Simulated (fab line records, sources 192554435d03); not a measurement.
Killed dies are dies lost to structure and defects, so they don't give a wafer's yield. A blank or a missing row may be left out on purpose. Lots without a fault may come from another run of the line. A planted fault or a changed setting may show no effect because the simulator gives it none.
Which tool did it? | flow n5_finfet | 9 lots, 27 wafers sampled, at 6 steps of a route of 1938

WHAT THE GAUGES READ, wafer by wafer
N5_BEOL_M4_RC_MEAS_101. Usual: DIBL_N 36.5 mV/V, standard deviation 1.4; DIBL_P 36.6 mV/V, standard deviation 1.6; IOFF_N 0.160 nA/um, standard deviation 0.024; IOFF_P 0.217 nA/um, standard deviation 0.029; ION_N 674 uA/um, standard deviation 8.7; ION_P 464 uA/um, standard deviation 6.5; SS_N 71.6 mV/dec, standard deviation 0.47; SS_P 73.4 mV/dec, standard deviation 0.57; VT_N 250.0 mV, standard deviation 2.5; VT_P -250 mV, standard deviation 3.1.
lot  | measured     | on        | DIBL_N (mV/V)  | DIBL_P (mV/V)  | IOFF_N (nA/um)    | IOFF_P (nA/um)    | ION_N (uA/um) | ION_P (uA/um) | SS_N (mV/dec)  | SS_P (mV/dec)  | VT_N (mV)         | VT_P (mV)      | flag
L365 | day 8 06:04  | prober-02 | 34.3 35.2 35.5 | 35.8 36.7 36.3 | 0.140 0.143 0.152 | 0.193 0.203 0.208 | 663 666 671   | 465 461 462   | 71.6 71.8 71.7 | 72.8 72.6 73.3 | 250.5 251.5 249.1 | -251 -251 -249 |
L374 | day 10 02:55 | prober-02 | 38.4 37.3 37.9 | 37.1 36.7 36.9 | 0.194 0.182 0.184 | 0.234 0.243 0.232 | 675 687 680   | 462 467 469   | 71.9 71.9 71.9 | 73.4 74.1 73.7 | 245.2 248.5 245.5 | -250 -250 -251 |
L375 | day 11 02:08 | prober-02 | 39.2 40.3 38.9 | 39.4 40.9 39.0 | 0.188 0.209 0.170 | 0.213 0.247 0.197 | 679 668 674   | 461 456 455   | 72.3 72.9 72.2 | 74.0 75.4 74.6 | 248.0 247.4 250.9 | -251 -249 -254 |
L380 | day 11 23:09 | prober-02 | 35.3 36.2 36.7 | 34.9 35.7 36.2 | 0.123 0.135 0.145 | 0.158 0.168 0.174 | 667 672 664   | 452 452 448   | 71.6 71.6 71.8 | 73.2 72.9 72.7 | 255.3 253.1 252.7 | -256 -256 -255 |
L379 | day 11 23:23 | prober-01 | 39.6 37.6 34.9 | 40.9 37.6 34.8 | 0.225 0.175 0.131 | 0.299 0.239 0.190 | 692 680 664   | 480 467 463   | 72.1 71.7 70.7 | 74.3 73.3 73.4 | 245.3 248.3 250.8 | -246 -248 -249 |
L382 | day 12 14:25 | prober-01 | 36.7 36.8 35.0 | 38.8 39.0 36.9 | 0.167 0.173 0.146 | 0.226 0.231 0.194 | 666 669 672   | 463 459 460   | 72.0 71.6 71.7 | 74.2 73.8 73.3 | 249.4 250.7 250.6 | -253 -250 -252 |
L385 | day 12 22:23 | prober-01 | 35.9 34.7 35.5 | 35.8 34.1 34.8 | 0.153 0.133 0.139 | 0.224 0.208 0.221 | 681 670 662   | 465 466 465   | 71.5 70.7 71.4 | 73.0 73.3 73.3 | 249.2 252.9 250.5 | -249 -246 -246 |
L386 | day 13 13:08 | prober-01 | 35.8 34.8 37.9 | 38.6 37.1 40.1 | 0.164 0.143 0.199 | 0.217 0.193 0.236 | 677 677 686   | 454 461 458   | 71.6 70.9 73.0 | 73.5 73.4 74.4 | 248.1 252.1 248.2 | -249 -250 -249 |
L387 | day 13 16:08 | prober-02 | 37.0 36.4 36.7 | 36.3 36.3 36.4 | 0.169 0.166 0.173 | 0.218 0.213 0.222 | 677 682 680   | 459 464 464   | 72.2 71.4 72.0 | 72.9 74.0 73.8 | 249.2 247.6 247.2 | -251 -252 -249 |

N5_BEOL_M10_THK_MEAS_01. Usual: M10_ILD_THK 268 nm, standard deviation 3.6.
lot  | measured     | on            | M10_ILD_THK (nm) | flag
L365 | day 10 12:37 | film_metro-02 | 265 266 270      |
L374 | day 11 21:46 | film_metro-02 | 269 266 270      |
L375 | day 13 01:34 | film_metro-02 | 267 277 274      |
L385 | day 14 17:31 | film_metro-01 | 264 261 263      |
L386 | day 15 10:17 | film_metro-01 | 267 268 276      |
L387 | day 15 14:50 | film_metro-01 | 270 273 277      |

WHICH TOOL RAN EACH LOT (tool, then ch and the chambers of the sampled wafers, then the start)
lot  | N5_BEOL_M9_TRENCH_ETCH_37                     | N5_BEOL_M9_SPUTTER_48        | N5_BEOL_M9_ECD_50              | N5_BEOL_M9_CMP_52
L365 | rie_diel-05 ch 2,3, day 10 11:00 or earlier   | pvd_sputter-01, day 10 11:00 | ecd_cu-02 ch 0,1, day 10 11:07 | cmp-04 ch 0,1, day 10 11:31
L374 | rie_diel-05 ch 1,2, day 11 19:57 or earlier   | pvd_sputter-03, day 11 19:57 | ecd_cu-01 ch 0,1, day 11 20:05 | cmp-01 ch 0,1,3, day 11 20:41
L375 | rie_diel-04 ch 0,3, day 12 23:57 or earlier   | pvd_sputter-03, day 12 23:57 | ecd_cu-02 ch 0,1, day 13 00:04 | cmp-04 ch 2,3, day 13 00:31
L380 | rie_diel-05 ch 0,2,3, day 13 20:21 or earlier | pvd_sputter-01, day 13 20:21 | ecd_cu-01 ch 0,1, day 13 20:28 | cmp-02 ch 0,1,3, day 13 20:55
L379 | rie_diel-05 ch 0,1,3, day 13 20:45 or earlier | pvd_sputter-02, day 13 20:45 | ecd_cu-02 ch 0,1, day 13 20:53 | cmp-04 ch 1,2,3, day 13 21:17
L382 | rie_diel-03 ch 0,1,3, day 14 08:19 or earlier | pvd_sputter-03, day 14 08:19 | ecd_cu-02 ch 0,1, day 14 08:28 | cmp-04 ch 1,2,3, day 14 08:58
L385 | rie_diel-03 ch 0,1,2, day 14 15:45 or earlier | pvd_sputter-02, day 14 15:45 | ecd_cu-02 ch 0,1, day 14 15:52 | cmp-04 ch 1,2,3, day 14 16:26
L386 | rie_diel-03 ch 0,1,3, day 15 08:32 or earlier | pvd_sputter-03, day 15 08:32 | ecd_cu-02 ch 0,1, day 15 08:38 | cmp-02 ch 0,2,3, day 15 09:13
L387 | rie_diel-04 ch 0,1, day 15 13:14 or earlier   | pvd_sputter-02, day 15 13:14 | ecd_cu-02 ch 0,1, day 15 13:21 | cmp-02 ch 0,2, day 15 13:45
- N5_BEOL_M9_TRENCH_ETCH_37: etches SiCOH lowk in C4F6/O2, target depth 151.43 nm, time 49 s.
- N5_BEOL_M9_SPUTTER_48: material Cu, target thk 12 nm, time 2 s.
- N5_BEOL_M9_ECD_50: material Cu, target thk 318 nm.
- N5_BEOL_M9_CMP_52: polishes, stops on SiCOH lowk, t overpolish 7 s, target thk 140 nm.

WHAT THE TOOLS THEMSELVES READ (means of the sampled wafers that have a number; where no wafer has one, the mark that the record gives instead)
N5_BEOL_M9_TRENCH_ETCH_37. Usual: drypump_motor_current_A 5.7 A, standard deviation 0.43; oes_product_au 0.80 a.u., standard deviation 0.071; rf_vpp_V 662 V, standard deviation 6.1; showerhead_plenum_p_Torr 2.87 Torr, standard deviation 0.11; throttle_valve_pct 20.94 %, standard deviation 0.21.
lot  | tool        | drypump_motor_current_A (A) | oes_product_au (a.u.) | rf_vpp_V (V) | showerhead_plenum_p_Torr (Torr) | throttle_valve_pct (%) | flag
L365 | rie_diel-05 | 5.4                         | 0.79                  | 666          | 2.92                            | 20.82                  |
L374 | rie_diel-05 | 5.4                         | 0.84                  | 666          | 2.98                            | 20.79                  |
L375 | rie_diel-04 | 6.1                         | 0.71                  | 654          | 2.74                            | 20.86                  |
L380 | rie_diel-05 | 5.7                         | 0.85                  | 665          | 2.85                            | 20.87                  |
L379 | rie_diel-05 | 5.7                         | 0.86                  | 662          | 2.85                            | 20.84                  |
L382 | rie_diel-03 | 5.8                         | 0.76                  | 660          | 2.85                            | 21.10                  |
L385 | rie_diel-03 | 5.9                         | 0.74                  | 661          | 2.80                            | 20.98                  |
L386 | rie_diel-03 | 5.8                         | 0.75                  | 661          | 2.85                            | 21.13                  |
L387 | rie_diel-04 | 6.0                         | 0.74                  | 657          | 2.80                            | 21.00                  |

N5_BEOL_M9_SPUTTER_48. Usual: chuck_gas_flow_sccm 1.26 sccm, standard deviation 0.053; chuck_sensor_temp_C -16.0 C, standard deviation 0.39; throttle_valve_pct 30.3 %, standard deviation 1.1.
lot  | tool           | chuck_gas_flow_sccm (sccm) | chuck_sensor_temp_C (C) | throttle_valve_pct (%) | flag
L365 | pvd_sputter-01 | 1.30                       | -16.1                   | 29.8                   |
L374 | pvd_sputter-03 | 1.25                       | -16.1                   | 31.4                   |
L375 | pvd_sputter-03 | 1.27                       | -15.9                   | 30.4                   |
L380 | pvd_sputter-01 | 1.28                       | -16.1                   | 29.9                   |
L379 | pvd_sputter-02 | 1.24                       | -15.9                   | 29.7                   |
L382 | pvd_sputter-03 | 1.25                       | -16.3                   | 31.6                   |
L385 | pvd_sputter-02 | 1.27                       | -16.0                   | 29.8                   |
L386 | pvd_sputter-03 | 1.28                       | -16.0                   | 31.0                   |
L387 | pvd_sputter-02 | 1.24                       | -15.7                   | 30.5                   |

N5_BEOL_M9_CMP_52. Usual: motor_current_A 6.4 A, standard deviation 0.66; slurry_filter_dp_kPa 13.49 kPa, standard deviation 0.16; time_to_endpoint_s 65.7 s, standard deviation 2.9.
lot  | tool   | motor_current_A (A) | slurry_filter_dp_kPa (kPa) | time_to_endpoint_s (s) | flag
L365 | cmp-04 | 6.3                 | 13.50                      | 62.1                   |
L374 | cmp-01 | 7.3                 | 13.47                      | 69.6                   |
L375 | cmp-04 | 6.1                 | 13.38                      | 65.2                   |
L380 | cmp-02 | 6.0                 | 13.47                      | 0.9                    | OFF
L379 | cmp-04 | 6.5                 | 13.40                      | 0.7                    | OFF
L382 | cmp-04 | 6.3                 | 13.53                      | 1.2                    | OFF
L385 | cmp-04 | 6.4                 | 13.37                      | 67.2                   |
L386 | cmp-02 | 6.0                 | 13.39                      | 64.2                   |
L387 | cmp-02 | 6.4                 | 13.41                      | 64.7                   |

THE ANSWER, worked out from the rows above alone
Rule: a lot is off if the mean of its wafers that have a number lies more than 3 standard deviations from the usual mean. A lot without any number at a reading at which 4 lots or more have one is off too. The other lots that the step has rows for count as sound. The gauges are gone through in route order, then the tools' own readings, and for those a lot's mean is taken as printed above. The first step at which some lot is off is used, and at that step the reading that is off furthest; a lot without a number counts as furthest.
Off: L380, L379, L382, at N5_BEOL_M9_CMP_52 (time_to_endpoint_s).
A tool fits if, at that step or a process step before it, it ran every lot that is off, and no sound lot after the first of them. N5_BEOL_M9_TRENCH_ETCH_37 gives no start for some lots, so the hours and the order of its lots are those of N5_BEOL_M9_SPUTTER_48. None of those tried fits.

WHAT THE SIMULATOR HAD PUT IN
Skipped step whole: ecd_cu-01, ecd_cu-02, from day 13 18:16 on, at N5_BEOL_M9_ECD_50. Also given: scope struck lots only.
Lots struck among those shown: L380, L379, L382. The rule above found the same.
